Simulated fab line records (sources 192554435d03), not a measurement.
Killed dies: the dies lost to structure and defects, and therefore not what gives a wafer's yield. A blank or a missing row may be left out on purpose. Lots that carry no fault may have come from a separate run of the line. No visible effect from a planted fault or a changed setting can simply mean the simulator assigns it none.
Chamber matching | flow n5_finfet | cvd_co-01 running N5_BEOL_M2_CVD_47: 3 sister chambers
The step deposits Co from CCTBA/H2, target thk 3 nm, time 223.8 s. 14 wafers are shown with their chamber, then 6 later ones without.

== WAFERS PAIRED WITH THEIR CHAMBERS ==
wafer  | chamber | run_length_s (s)
L593.2 | 0       | 247.0
L593.5 | 2       | 246.7
L593.6 | 1       | 248.0
L596.1 | 0       | 246.1
L596.3 | 1       | 247.0
L596.6 | 0       | 246.5
L597.1 | 1       | 247.5
L597.2 | 0       | 246.4
L597.6 | 2       | 246.2
L602.2 | 0       | 246.4
L602.4 | 2       | 246.3
L602.6 | 0       | 246.2
L605.3 | 2       | 246.3
L605.5 | 0       | 246.4

SIGNATURES (means of the wafers above)
reading      | chamber 0 | chamber 1 | chamber 2 | scatter within a chamber
run_length_s | 246.429   | 247.500   | 246.375   | 0.322
Rule: distance of a wafer from a chamber = root of the sum over the readings of ((wafer's reading minus chamber's mean) / reading's scatter) squared. The wafer belongs to the nearest chamber; if the next one is less than 2 further off, it can't be placed. The scatter: the root of (the sum of the squares of (reading less its chamber's mean) over the shown wafers, divided by (wafers less chambers)).

== WAFERS WITHOUT THEIR CHAMBER ==
wafer  | run_length_s (s)
L605.6 | 246.7
L606.2 | 246.9
L606.4 | 246.5
L606.5 | 246.4
L614.4 | 247.5
L613.3 | 246.5

== WHICH CHAMBER EACH WENT THROUGH ==
wafer  | from the rows above          | in truth
L605.6 | can't be placed: 0 or 2 or 1 | 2
L606.2 | can't be placed: 0 or 2 or 1 | 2
L606.4 | can't be placed: 0 or 2      | 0
L606.5 | can't be placed: 2 or 0      | 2
L614.4 | 1                            | 1
L613.3 | can't be placed: 0 or 2      | 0
Placed correctly: 1 of 6. Can't be placed from these rows: 5 (the true chamber is among the candidates in 5). Wrongly placed: 0.
